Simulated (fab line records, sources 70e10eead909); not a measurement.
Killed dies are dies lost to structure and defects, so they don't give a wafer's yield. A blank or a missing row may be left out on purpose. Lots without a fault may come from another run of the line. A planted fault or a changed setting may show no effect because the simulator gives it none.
A struck lot beside a sound one | flow nand_harc | 14 steps out of a route of 1159
Sound: wafers L133.1, L133.3, L133.5. Struck: wafer L146.5. (L146.2, L146.3 of the same lot were not struck and are left out.) The cause comes at the end.
At each step with rows: each side's tool, then ch and its chambers, then its first start. Under that, the readings that differ: sound wafers | struck wafers | difference of the means | sigmas: that difference in standard deviations of wafers without a fault.
alike: readings whose means differ by less than 2 such deviations, and words and numbers that are the same on both sides. not compared: withheld readings, readings that some wafer has no value for, bounds like >300 that may hide the same value, and numbers for which the record gives no deviation and whose values overlap.
The two part at a step that has a row with sigmas, a row that says differs or no value, or rows on one side only. Numbers that don't overlap but have no deviation are shown without sigmas and don't part them. A reading that every wafer of one side lacks parts them only if that side has two wafers or more.

first, 9 steps without rows for these wafers: NHARC_THIN_TSV_PVD_24 (deposits Al, target thk 800 nm); NHARC_THIN_TSV_DEHYDRATE_25 (time 120 s); NHARC_THIN_TSV_HMDS_26 (time 30 s); NHARC_THIN_TSV_COAT_27; NHARC_THIN_TSV_SOFTBAKE_28 (time 95 s); NHARC_THIN_TSV_EBR_29; NHARC_THIN_TSV_EXPOSE_30 (exposes mask PAD); NHARC_THIN_TSV_PEB_31 (peb time 85 s); NHARC_THIN_TSV_DEVELOP_32 (time 70 s).
NHARC_THIN_TSV_CD_MEAS_33: target cd 5000 nm.
  sound on cd_sem-03 ch 0, day 19 05:41; struck on cd_sem-03 ch 0, day 21 16:14
  alike: cd_nm
then, 1 step without rows for these wafers: NHARC_THIN_TSV_HARDBAKE_34 (time 80 s).
NHARC_THIN_TSV_DESCUM_35: chemistry O2, time 3 s.
  sound on rie_diel-11 ch 2,3, day 19 05:51; struck on rie_diel-11 ch 3, day 21 16:24
  reading             | sound             | struck | difference | sigmas
  o2_flow_sccm (sccm) | 199.4 200.0 200.3 | 201.2  | +1.3       | +2
  alike: drypump_motor_current_A, oes_product_au, rf_vpp_V, showerhead_plenum_p_Torr, throttle_valve_pct
  not compared: rf_hours_counter_h
NHARC_THIN_TSV_ETCH_59: etches the open film in Cl2/BCl3, target depth 880 nm, time 138.1 s.
  sound on rie_metal-01 ch 0,1, day 19 06:00; struck on rie_metal-01 ch 0, day 21 16:31
  reading               | sound             | struck | difference | sigmas
  oes_product_au (a.u.) | 0.992 0.992 0.987 | 0.943  | -0.047     | -5
  alike: drypump_motor_current_A, throttle_valve_pct
  not compared: rf_hours_counter_h
NHARC_THIN_TSV_ETCH_36: etches the open film in Cl2/BCl3, target depth 65 nm, time 18.571 s.
  sound on rie_metal-01 ch 0,1, day 19 06:16; struck on rie_metal-01 ch 0, day 21 16:47
  alike: drypump_motor_current_A, oes_product_au
  not compared: rf_hours_counter_h

WHERE THEY PART
First at NHARC_THIN_TSV_DESCUM_35; last, within this record, at NHARC_THIN_TSV_ETCH_59. Later steps at which nothing parts them and some readings are alike: NHARC_THIN_TSV_ETCH_36.

WHY: what the simulator had put in
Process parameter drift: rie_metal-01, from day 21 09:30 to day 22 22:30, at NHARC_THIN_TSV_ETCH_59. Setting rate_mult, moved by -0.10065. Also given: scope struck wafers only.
